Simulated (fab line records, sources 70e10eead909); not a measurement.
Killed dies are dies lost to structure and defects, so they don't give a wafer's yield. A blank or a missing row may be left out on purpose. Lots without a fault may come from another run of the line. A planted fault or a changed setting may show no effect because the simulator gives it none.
Which tool did it? | flow nand_harc | 24 lots, 72 wafers sampled, at 6 steps of a route of 1159

WHAT THE GAUGES READ, wafer by wafer
NHARC_P_M1_CD_MEAS_16.
lot  | measured     | on        | cd_nm (nm)
L074 | day 5 14:34  | cd_sem-02 | 130.4 130.3 130.3
L075 | day 6 12:18  | cd_sem-03 | 129.9 129.0 130.3
L076 | day 6 13:33  | cd_sem-03 | 129.5 129.4 129.3
L077 | day 6 16:19  | cd_sem-02 | 130.0 130.2 130.6
L078 | day 6 21:54  | cd_sem-03 | 129.8 130.1 129.0
L079 | day 7 05:28  | cd_sem-01 | 129.7 129.7 129.9
L080 | day 7 19:11  | cd_sem-01 | 129.5 129.2 129.0
L082 | day 7 20:19  | cd_sem-01 | 131.0 130.0 130.4
L081 | day 7 21:29  | cd_sem-01 | 129.6 129.8 130.4
L084 | day 8 05:19  | cd_sem-03 | 128.5 129.4 128.8
L083 | day 8 06:04  | cd_sem-01 | 128.6 129.0 129.1
L085 | day 9 07:14  | cd_sem-02 | 129.4 129.9 129.5
L088 | day 9 07:59  | cd_sem-02 | 129.1 129.2 129.9
L086 | day 9 08:44  | cd_sem-02 | 130.8 130.5 130.0
L087 | day 9 22:09  | cd_sem-01 | 129.2 130.2 129.3
L090 | day 10 05:26 | cd_sem-01 | 130.3 129.6 129.0
L089 | day 10 08:50 | cd_sem-02 | 129.2 129.3 129.2
L091 | day 10 09:37 | cd_sem-01 | 128.6 128.6 128.9
L092 | day 10 11:32 | cd_sem-01 | 130.1 130.7 129.8
L094 | day 10 21:36 | cd_sem-01 | 129.3 129.7 130.7
L093 | day 11 02:17 | cd_sem-02 | 129.0 129.4 129.4
L095 | day 11 07:16 | cd_sem-02 | 130.4 130.8 130.5
L096 | day 11 09:22 | cd_sem-01 | 129.8 129.2 129.4
L097 | day 12 02:01 | cd_sem-02 | 129.3 130.3 129.1

NHARC_P_M2_OVL_MEAS_10: pitch 340 nm.
lot  | measured     | on         | overlay_x_nm (nm) | overlay_y_nm (nm)
L074 | day 5 18:19  | overlay-01 | 1.2 0.8 1.0       | -0.8 0.1 -0.5
L075 | day 6 16:06  | overlay-01 | -1.2 -1.0 -1.4    | -0.4 -0.2 -0.1
L076 | day 6 17:22  | overlay-01 | 0.2 -0.2 0.4      | -0.3 -0.3 -0.2
L077 | day 6 19:57  | overlay-02 | 0.8 0.4 0.8       | -1.2 -0.7 -1.1
L078 | day 7 01:44  | overlay-02 | 1.3 0.5 0.0       | 1.7 2.5 2.5
L079 | day 7 09:06  | overlay-01 | 0.0 -0.5 0.0      | 0.1 0.4 -0.3
L080 | day 7 22:59  | overlay-01 | -0.6 -1.2 -0.7    | -0.1 -0.5 0.0
L082 | day 8 00:08  | overlay-01 | 0.5 1.2 0.9       | 1.9 1.5 1.9
L081 | day 8 01:17  | overlay-01 | 0.2 0.2 0.4       | 1.1 0.7 1.2
L084 | day 8 09:08  | overlay-01 | 1.4 0.7 1.1       | -0.2 0.0 -0.1
L083 | day 8 09:49  | overlay-02 | -0.1 -0.9 -0.5    | 0.5 0.7 0.4
L085 | day 9 11:25  | overlay-02 | 0.7 0.8 0.7       | -1.3 -1.1 -1.2
L088 | day 9 12:19  | overlay-02 | -2.0 -2.2 -2.5    | -1.5 -2.1 -1.1
L086 | day 9 12:46  | overlay-01 | 1.3 1.0 0.2       | 1.0 1.2 0.7
L087 | day 10 01:49 | overlay-01 | 0.2 0.6 0.5       | -1.8 -1.8 -2.0
L090 | day 10 09:23 | overlay-01 | -1.7 -1.2 -1.6    | -0.3 0.0 -0.4
L089 | day 10 12:38 | overlay-01 | 0.6 0.4 0.3       | -0.1 -0.1 -0.3
L091 | day 10 14:42 | overlay-01 | -0.3 -0.3 0.3     | 0.7 1.2 1.1
L092 | day 10 15:38 | overlay-01 | 0.7 0.7 0.7       | 0.6 0.6 0.4
L094 | day 11 01:22 | overlay-01 | 0.6 0.3 0.0       | -0.4 0.1 -0.2
L093 | day 11 06:02 | overlay-02 | 1.1 0.3 0.4       | -0.6 0.1 -0.3
L095 | day 11 10:55 | overlay-02 | -0.5 -0.3 -0.4    | -0.1 0.1 0.2
L096 | day 11 13:07 | overlay-02 | -0.5 -0.1 -0.1    | -1.6 -1.1 -1.6
L097 | day 12 06:08 | overlay-01 | -1.2 -0.6 -1.9    | 0.3 -0.7 -0.2

NHARC_P_M2_THK_MEAS_24: measures by xrf.
lot  | measured     | on            | thk_nm (nm)
L074 | day 5 20:59  | film_metro-02 | 143.0 143.5 144.6
L075 | day 6 18:38  | film_metro-02 | 143.8 143.1 145.2
L076 | day 6 20:05  | film_metro-01 | 143.5 143.9 144.9
L077 | day 6 22:31  | film_metro-01 | 144.5 143.5 146.1
L078 | day 7 04:21  | film_metro-01 | 143.9 144.0 141.4
L079 | day 7 11:37  | film_metro-01 | 143.5 141.8 145.2
L080 | day 8 01:32  | film_metro-01 | 143.1 143.0 145.5
L082 | day 8 02:41  | film_metro-02 | 144.6 144.8 147.9
L081 | day 8 04:24  | film_metro-01 | 143.7 143.7 144.5
L084 | day 8 11:43  | film_metro-02 | 145.4 142.2 143.7
L083 | day 8 12:20  | film_metro-01 | 144.0 145.9 144.6
L085 | day 9 14:11  | film_metro-01 | 143.7 143.2 144.0
L088 | day 9 14:52  | film_metro-02 | 140.4 143.5 143.4
L086 | day 9 15:17  | film_metro-02 | 144.2 143.8 145.7
L087 | day 10 04:37 | film_metro-02 | 144.8 144.6 144.8
L090 | day 10 12:19 | film_metro-02 | 143.9 144.2 143.0
L089 | day 10 15:12 | film_metro-02 | 142.4 143.0 143.1
L091 | day 10 17:28 | film_metro-02 | 144.3 145.5 143.3
L092 | day 10 18:33 | film_metro-02 | 145.3 146.8 146.1
L094 | day 11 03:54 | film_metro-02 | 142.4 144.6 144.6
L093 | day 11 08:34 | film_metro-01 | 143.9 143.5 145.1
L095 | day 11 13:26 | film_metro-02 | 146.7 144.6 143.2
L096 | day 11 15:38 | film_metro-01 | 144.9 144.6 145.3
L097 | day 12 09:08 | film_metro-02 | 143.3 145.2 142.7

NHARC_A_ZERO_WELL_INSPECT_17.
lot  | measured     | on                | raw_defect_count
L074 | day 6 04:33  | defect_inspect-02 | 10 16 17
L075 | day 7 02:40  | defect_inspect-01 | 4 8 6
L076 | day 7 03:46  | defect_inspect-02 | 9 8 12
L077 | day 7 06:07  | defect_inspect-01 | 20 4 8
L078 | day 7 11:47  | defect_inspect-02 | 10 5 12
L079 | day 7 19:01  | defect_inspect-02 | 8 6 5
L080 | day 8 09:02  | defect_inspect-01 | 8 12 11
L082 | day 8 10:04  | defect_inspect-01 | 16 7 11
L081 | day 8 12:01  | defect_inspect-02 | 8 9 14
L084 | day 8 19:17  | defect_inspect-02 | 11 8 10
L083 | day 8 20:10  | defect_inspect-01 | 5 7 8
L085 | day 9 21:43  | defect_inspect-01 | 11 16 7
L088 | day 9 22:39  | defect_inspect-02 | 6 6 9
L086 | day 9 23:23  | defect_inspect-02 | 6 8 8
L087 | day 10 12:10 | defect_inspect-01 | 4 9 5
L090 | day 10 20:55 | defect_inspect-01 | 12 14 16
L089 | day 10 22:59 | defect_inspect-02 | 10 12 14
L091 | day 11 01:39 | defect_inspect-02 | 7 17 12
L092 | day 11 02:22 | defect_inspect-02 | 8 4 8
L094 | day 11 11:31 | defect_inspect-02 | 9 12 8
L093 | day 11 16:06 | defect_inspect-02 | 10 15 6
L095 | day 11 21:02 | defect_inspect-01 | 15 25 15
L096 | day 11 23:14 | defect_inspect-02 | 21 18 5
L097 | day 12 16:37 | defect_inspect-01 | 12 8 7

WHICH TOOL RAN EACH LOT (tool, then ch and the chambers of the sampled wafers, then the start)
lot  | NHARC_P_M1_STRIP_18                | NHARC_P_M1_ETCH_28
L074 | rie_diel-12 ch 0,1, day 5 14:40    | rie_diel-12 ch 2,3, day 5 18:19 or earlier
L075 | rie_diel-01 ch 0,2,3, day 6 12:26  | rie_diel-01 ch 0,2, day 6 16:06 or earlier
L076 | rie_diel-01 ch 0,1,3, day 6 13:38  | rie_diel-01 ch 0,1,2, day 6 17:22 or earlier
L077 | rie_diel-12 ch 0,1, day 6 16:25    | rie_diel-12 ch 0,1,3, day 6 19:57 or earlier
L078 | rie_diel-12 ch 1,3, day 6 21:59    | rie_diel-12 ch 0,1,3, day 7 01:44 or earlier
L079 | rie_diel-12 ch 0,3, day 7 05:34    | rie_diel-12 ch 0,3, day 7 09:06 or earlier
L080 | rie_diel-01 ch 0,2,3, day 7 19:16  | rie_diel-01 ch 1,2,3, day 7 22:59 or earlier
L082 | rie_diel-01 ch 0,3, day 7 20:24    | rie_diel-01 ch 1,2,3, day 8 00:08 or earlier
L081 | rie_diel-12 ch 0,1,2, day 7 21:34  | rie_diel-12 ch 1,2,3, day 8 01:17 or earlier
L084 | rie_diel-12 ch 1,2,3, day 8 05:25  | rie_diel-12 ch 0,1,3, day 8 09:08 or earlier
L083 | rie_diel-07 ch 0,2,3, day 8 06:11  | rie_diel-07 ch 0,1,3, day 8 09:49 or earlier
L085 | rie_diel-01 ch 0,1, day 9 07:18    | rie_diel-01 ch 0,3, day 9 11:25 or earlier
L088 | rie_diel-01 ch 0,1, day 9 08:05    | rie_diel-01 ch 1,2, day 9 12:19 or earlier
L086 | rie_diel-07 ch 0,1,2, day 9 08:50  | rie_diel-07 ch 0,2, day 9 12:46 or earlier
L087 | rie_diel-12 ch 0,1,2, day 9 22:17  | rie_diel-12 ch 0,1,3, day 10 01:49 or earlier
L090 | rie_diel-01 ch 0,1, day 10 05:30   | rie_diel-01 ch 0,1, day 10 09:23 or earlier
L089 | rie_diel-01 ch 0,1,2, day 10 08:54 | rie_diel-01 ch 1,2, day 10 12:38 or earlier
L091 | rie_diel-01 ch 0,1, day 10 09:41   | rie_diel-01 ch 0,1,2, day 10 14:42 or earlier
L092 | rie_diel-07 ch 0,1, day 10 11:36   | rie_diel-07 ch 2,3, day 10 15:38 or earlier
L094 | rie_diel-01 ch 1,2,3, day 10 21:45 | rie_diel-01 ch 1,2,3, day 11 01:22 or earlier
L093 | rie_diel-01 ch 0,2, day 11 02:22   | rie_diel-01 ch 0,2, day 11 06:02 or earlier
L095 | rie_diel-07 ch 1,2,3, day 11 07:22 | rie_diel-07 ch 0,1,3, day 11 10:55 or earlier
L096 | rie_diel-12 ch 0,1,2, day 11 09:31 | rie_diel-12 ch 1,2, day 11 13:07 or earlier
L097 | rie_diel-01 ch 0,2, day 12 02:05   | rie_diel-01 ch 0,1,2, day 12 06:08 or earlier
- NHARC_P_M1_STRIP_18: strips in N2/H2.
- NHARC_P_M1_ETCH_28: etches the open film in CF4/N2, target depth 30 nm, time 72.99 s.

WHAT THE TOOLS THEMSELVES READ (means of the sampled wafers that have a number; where no wafer has one, the mark that the record gives instead)
NHARC_P_M1_STRIP_18.
lot  | tool        | drypump_motor_current_A (A) | n2_flow_sccm (sccm) | oes_product_au (a.u.) | power_w (W) | rf_vpp_V (V) | showerhead_plenum_p_Torr (Torr) | throttle_valve_pct (%)
L074 | rie_diel-12 | 5.6                         | 150.0               | 1.000                 | 999.0       | 90.1         | 1.98                            | 14.167
L075 | rie_diel-01 | 5.8                         | 150.0               | 1.009                 | 1002.0      | 91.4         | 2.08                            | 14.171
L076 | rie_diel-01 | 5.7                         | 150.0               | 1.011                 | 1000.6      | 91.8         | 2.02                            | 14.170
L077 | rie_diel-12 | 5.4                         | 149.9               | 1.000                 | 998.9       | 90.8         | 2.02                            | 14.179
L078 | rie_diel-12 | 5.5                         | 150.3               | 1.005                 | 1001.4      | 89.7         | 1.95                            | 14.169
L079 | rie_diel-12 | 5.2                         | 149.8               | 1.002                 | 999.8       | 90.3         | 2.05                            | 14.172
L080 | rie_diel-01 | 5.8                         | 150.1               | 0.998                 | 1000.4      | 90.2         | 2.08                            | 14.179
L082 | rie_diel-01 | 5.8                         | 149.7               | 1.000                 | 997.8       | 89.9         | 2.09                            | 14.176
L081 | rie_diel-12 | 5.5                         | 149.9               | 0.997                 | 1001.5      | 90.9         | 2.05                            | 14.176
L084 | rie_diel-12 | 5.4                         | 149.5               | 1.001                 | 1003.5      | 90.7         | 2.03                            | 14.172
L083 | rie_diel-07 | 5.4                         | 150.1               | 1.010                 | 1001.8      | 91.0         | 2.17                            | 14.167
L085 | rie_diel-01 | 6.0                         | 149.9               | 1.009                 | 1001.4      | 90.3         | 2.00                            | 14.168
L088 | rie_diel-01 | 5.6                         | 149.7               | 1.008                 | 1003.5      | 89.8         | 1.95                            | 14.172
L086 | rie_diel-07 | 5.6                         | 149.8               | 1.004                 | 1000.8      | 91.7         | 2.15                            | 14.168
L087 | rie_diel-12 | 5.5                         | 149.7               | 1.004                 | 1000.0      | 89.9         | 2.05                            | 14.172
L090 | rie_diel-01 | 5.6                         | 149.7               | 1.001                 | 1002.2      | 89.4         | 1.95                            | 14.171
L089 | rie_diel-01 | 5.7                         | 150.1               | 0.997                 | 998.2       | 90.4         | 2.02                            | 14.163
L091 | rie_diel-01 | 5.6                         | 149.6               | 1.004                 | 1004.1      | 89.8         | 1.95                            | 14.184
L092 | rie_diel-07 | 5.5                         | 149.9               | 1.004                 | 1001.7      | 91.5         | 2.17                            | 14.174
L094 | rie_diel-01 | 5.5                         | 150.0               | 1.009                 | 1001.1      | 89.5         | 2.04                            | 14.174
L093 | rie_diel-01 | 6.1                         | 149.8               | 1.013                 | 996.3       | 90.5         | 2.06                            | 14.170
L095 | rie_diel-07 | 5.7                         | 149.8               | 1.000                 | 999.6       | 92.2         | 2.16                            | 14.171
L096 | rie_diel-12 | 5.5                         | 150.4               | 0.999                 | 1000.1      | 90.0         | 2.05                            | 14.164
L097 | rie_diel-01 | 6.1                         | 150.0               | 1.005                 | 998.5       | 91.6         | 2.06                            | 14.172

NHARC_P_M1_ETCH_28.
lot  | tool        | drypump_motor_current_A (A) | n2_flow_sccm (sccm) | oes_product_au (a.u.) | rf_vpp_V (V) | showerhead_plenum_p_Torr (Torr) | throttle_valve_pct (%)
L074 | rie_diel-12 | 5.2                         | 100.0               | 1.000                 | 315.0        | 2.64                            | 19.800
L075 | rie_diel-01 | 5.9                         | 99.9                | 1.007                 | 315.1        | 2.67                            | 19.797
L076 | rie_diel-01 | 5.7                         | 99.9                | 1.003                 | 313.1        | 2.60                            | 19.803
L077 | rie_diel-12 | 5.4                         | 99.8                | 0.995                 | 313.1        | 2.58                            | 19.792
L078 | rie_diel-12 | 5.4                         | 100.1               | 1.003                 | 313.6        | 2.58                            | 19.787
L079 | rie_diel-12 | 5.2                         | 99.9                | 1.002                 | 314.8        | 2.64                            | 19.799
L080 | rie_diel-01 | 5.5                         | 100.0               | 1.001                 | 314.3        | 2.62                            | 19.800
L082 | rie_diel-01 | 5.5                         | 100.0               | 1.002                 | 314.4        | 2.62                            | 19.807
L081 | rie_diel-12 | 5.4                         | 100.2               | 0.998                 | 314.5        | 2.61                            | 19.797
L084 | rie_diel-12 | 5.4                         | 99.8                | 1.000                 | 313.7        | 2.58                            | 19.789
L083 | rie_diel-07 | 5.6                         | 99.9                | 1.004                 | 317.5        | 2.79                            | 19.795
L085 | rie_diel-01 | 5.8                         | 100.0               | 0.998                 | 315.8        | 2.68                            | 19.788
L088 | rie_diel-01 | 5.4                         | 100.4               | 0.997                 | 312.6        | 2.54                            | 19.798
L086 | rie_diel-07 | 5.3                         | 99.8                | 1.008                 | 317.0        | 2.77                            | 19.799
L087 | rie_diel-12 | 5.4                         | 99.9                | 1.006                 | 313.8        | 2.57                            | 19.792
L090 | rie_diel-01 | 5.9                         | 99.7                | 1.005                 | 313.3        | 2.58                            | 19.799
L089 | rie_diel-01 | 5.4                         | 100.0               | 1.004                 | 312.9        | 2.54                            | 19.793
L091 | rie_diel-01 | 5.7                         | 99.8                | 0.996                 | 313.3        | 2.60                            | 19.791
L092 | rie_diel-07 | 5.5                         | 100.2               | 1.011                 | 316.4        | 2.76                            | 19.794
L094 | rie_diel-01 | 5.5                         | 100.4               | 0.996                 | 313.9        | 2.62                            | 19.794
L093 | rie_diel-01 | 6.1                         | 99.7                | 1.004                 | 314.6        | 2.65                            | 19.801
L095 | rie_diel-07 | 5.5                         | 99.7                | 1.000                 | 316.9        | 2.79                            | 19.798
L096 | rie_diel-12 | 5.5                         | 99.8                | 1.002                 | 314.4        | 2.68                            | 19.787
L097 | rie_diel-01 | 5.7                         | 100.0               | 0.995                 | 313.4        | 2.60                            | 19.799

THE ANSWER, worked out from the rows above alone
Rule: what is usual is taken from the lots themselves. Put in order of their means at a reading, lots are off if they are a third of the lots or fewer, leave a main group of 4 or more, and stand apart from it by a gap of 3 or more times the standard deviation of the main group's means; of several such gaps the widest counts. A main group whose means are all the same, to the digits that the tables above print for the reading, isn't used. A lot without any number at a reading at which 4 lots or more have one is off too. The other lots that the step has rows for count as sound. The gauges are gone through in route order, then the tools' own readings, and for those a lot's mean is taken as printed above. The first step at which some lot is off is used, and at that step the reading that is off furthest; a lot without a number counts as furthest.
No lot is off at any reading shown: from this, nothing can be told.

WHAT THE SIMULATOR HAD PUT IN
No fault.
